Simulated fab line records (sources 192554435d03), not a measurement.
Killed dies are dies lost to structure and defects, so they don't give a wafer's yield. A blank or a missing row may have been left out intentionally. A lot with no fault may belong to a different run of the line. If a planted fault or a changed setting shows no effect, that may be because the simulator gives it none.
Split-lot study / flow n5-finfet / 21 wafers read across 7 lots, on a route 1938 steps long

## ON THE SPLIT
At N5_BEOL_M3_ETCH_64 (etches SOC in N2/H2, target depth 75 nm, overetch 15 nm, time 112.5 s), the setting time-s was moved away from the recipe's 112.5 s on 5 of the 21 wafers read, by -18.4% to +20.3%. All remaining wafers had this setting at the recipe value.

The split's own step is where the reading is taken.

## THE READING
SiARC_of_BEOL_M3_COAT_62.thk-nm (the simulator's own value, which no gauge read), in nm, at N5_BEOL_M3_ETCH_64 (etches SOC in N2/H2, target depth 75 nm, overetch 15 nm, time 112.5 s). There is no usual value for it anywhere in the file. Here, 16 wafers ran the recipe; their average is 6.8 nm with a standard deviation of 0.11 nm.

wafer=L076.1; tool, chamber at the split=rie-diel-02, 1,2; time-s as run, s=112.5; against the recipe=recipe; SiARC_of_BEOL_M3_COAT_62.thk-nm, nm=6.8; against lot-mates on the recipe=-
wafer=L076.4; tool, chamber at the split=rie-diel-02, 1,2; time-s as run, s=112.5; against the recipe=recipe; SiARC_of_BEOL_M3_COAT_62.thk-nm, nm=6.8; against lot-mates on the recipe=-
wafer=L076.2; tool, chamber at the split=rie-diel-02, 3; time-s as run, s=112.5; against the recipe=recipe; SiARC_of_BEOL_M3_COAT_62.thk-nm, nm=7; against lot-mates on the recipe=-
wafer=L083.1; tool, chamber at the split=rie-diel-01, 3,1,0; time-s as run, s=112.5; against the recipe=recipe; SiARC_of_BEOL_M3_COAT_62.thk-nm, nm=6.8; against lot-mates on the recipe=-
wafer=L083.3; tool, chamber at the split=rie-diel-01, 3,1,0; time-s as run, s=112.5; against the recipe=recipe; SiARC_of_BEOL_M3_COAT_62.thk-nm, nm=6.8; against lot-mates on the recipe=-
wafer=L083.4; tool, chamber at the split=rie-diel-01, 3,1,0; time-s as run, s=112.5; against the recipe=recipe; SiARC_of_BEOL_M3_COAT_62.thk-nm, nm=6.8; against lot-mates on the recipe=-
wafer=L088.3; tool, chamber at the split=rie-diel-01, 2; time-s as run, s=112.5; against the recipe=recipe; SiARC_of_BEOL_M3_COAT_62.thk-nm, nm=6.6; against lot-mates on the recipe=-
wafer=L088.5; tool, chamber at the split=rie-diel-01, 1,0; time-s as run, s=112.5; against the recipe=recipe; SiARC_of_BEOL_M3_COAT_62.thk-nm, nm=6.8; against lot-mates on the recipe=-
wafer=L088.6; tool, chamber at the split=rie-diel-01, 1,0; time-s as run, s=112.5; against the recipe=recipe; SiARC_of_BEOL_M3_COAT_62.thk-nm, nm=6.8; against lot-mates on the recipe=-
wafer=L089.1; tool, chamber at the split=rie-diel-01, 1,0,2; time-s as run, s=112.5; against the recipe=recipe; SiARC_of_BEOL_M3_COAT_62.thk-nm, nm=6.6; against lot-mates on the recipe=-
wafer=L089.2; tool, chamber at the split=rie-diel-01, 1,0,2; time-s as run, s=112.5; against the recipe=recipe; SiARC_of_BEOL_M3_COAT_62.thk-nm, nm=6.6; against lot-mates on the recipe=-
wafer=L089.5; tool, chamber at the split=rie-diel-01, 1,0,2; time-s as run, s=112.5; against the recipe=recipe; SiARC_of_BEOL_M3_COAT_62.thk-nm, nm=6.6; against lot-mates on the recipe=-
wafer=L090.1; tool, chamber at the split=rie-diel-03, 3; time-s as run, s=112.5; against the recipe=recipe; SiARC_of_BEOL_M3_COAT_62.thk-nm, nm=6.6; against lot-mates on the recipe=-
wafer=L090.3; tool, chamber at the split=rie-diel-03, 0,1; time-s as run, s=135.3; against the recipe=+20.3%; SiARC_of_BEOL_M3_COAT_62.thk-nm, nm=5.8; against lot-mates on the recipe=-0.8
wafer=L090.4; tool, chamber at the split=rie-diel-03, 0,1; time-s as run, s=135.3; against the recipe=+20.3%; SiARC_of_BEOL_M3_COAT_62.thk-nm, nm=5.8; against lot-mates on the recipe=-0.8
wafer=L093.1; tool, chamber at the split=rie-diel-02, 1,0; time-s as run, s=112.5; against the recipe=recipe; SiARC_of_BEOL_M3_COAT_62.thk-nm, nm=6.8; against lot-mates on the recipe=-
wafer=L093.5; tool, chamber at the split=rie-diel-02, 1,0; time-s as run, s=112.5; against the recipe=recipe; SiARC_of_BEOL_M3_COAT_62.thk-nm, nm=6.8; against lot-mates on the recipe=-
wafer=L093.3; tool, chamber at the split=rie-diel-02, 0; time-s as run, s=91.77; against the recipe=-18.4%; SiARC_of_BEOL_M3_COAT_62.thk-nm, nm=7.8; against lot-mates on the recipe=+1.0
wafer=L096.1; tool, chamber at the split=rie-diel-02, 2; time-s as run, s=97.66; against the recipe=-13.2%; SiARC_of_BEOL_M3_COAT_62.thk-nm, nm=7.6; against lot-mates on the recipe=+0.8
wafer=L096.2; tool, chamber at the split=rie-diel-02, 1; time-s as run, s=112.5; against the recipe=recipe; SiARC_of_BEOL_M3_COAT_62.thk-nm, nm=6.8; against lot-mates on the recipe=-
wafer=L096.3; tool, chamber at the split=rie-diel-02, 3; time-s as run, s=97.66; against the recipe=-13.2%; SiARC_of_BEOL_M3_COAT_62.thk-nm, nm=7.4; against lot-mates on the recipe=+0.6
If several chambers appear in one row, that row covers several wafers at once and the file leaves open which wafer was in which chamber.

THE FIT
A straight line over all 21 wafers: SiARC_of_BEOL_M3_COAT_62.thk-nm changes by -0.0514 nm for each +1% of time-s; r = -0.97; the points scatter about the line by 0.11 nm.
The same after taking each lot's own level away (the mean of its wafers on the recipe; 21 wafers): -0.0459 nm for each +1%; r = -0.98; scatter 0.083 nm.
That fit puts the effect of the largest move of time-s on the reading at 0.93 nm.
The span of the lots' own levels, 6.60 to 6.87 nm, comes to 2.4 times the standard deviation stated above.
Thus the slope moves with the lot-to-lot level: the two fits are different.
Check: with one of the wafers moved furthest among these (+20.3%) left out of the fit, the line predicts -0.949 nm for it against its lot-mates. Against them it came out at -0.8 nm.

## ADDITIONAL SPLITS CARRIED BY THESE WAFERS
Note: prior to the reading, these wafers also went through further splits. Each is held against what the fit with the lots' levels taken away leaves over:
other split on the same wafers=N5_BEOL_M0_CUTY_EXPOSE_54 dose-mj; wafers away from the commonest value=9; r with SiARC_of_BEOL_M3_COAT_62.thk-nm (lot level and that fit taken away)=+0.52
other split on the same wafers=N5_BEOL_M0_CUTY_ETCH_63 time-s; wafers away from the commonest value=9; r with SiARC_of_BEOL_M3_COAT_62.thk-nm (lot level and that fit taken away)=+0.23
other split on the same wafers=N5_BEOL_M1_EXPOSE_25 dose-mj; wafers away from the commonest value=6; r with SiARC_of_BEOL_M3_COAT_62.thk-nm (lot level and that fit taken away)=-0.23
other split on the same wafers=N5_BEOL_M2_SPUTTER_88 time-s; wafers away from the commonest value=6; r with SiARC_of_BEOL_M3_COAT_62.thk-nm (lot level and that fit taken away)=-0.26

## FILE'S OWN FIT
SiARC_of_BEOL_M3_COAT_62.thk-nm changes by -0.0475 nm for each +1% of time-s, r = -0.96.
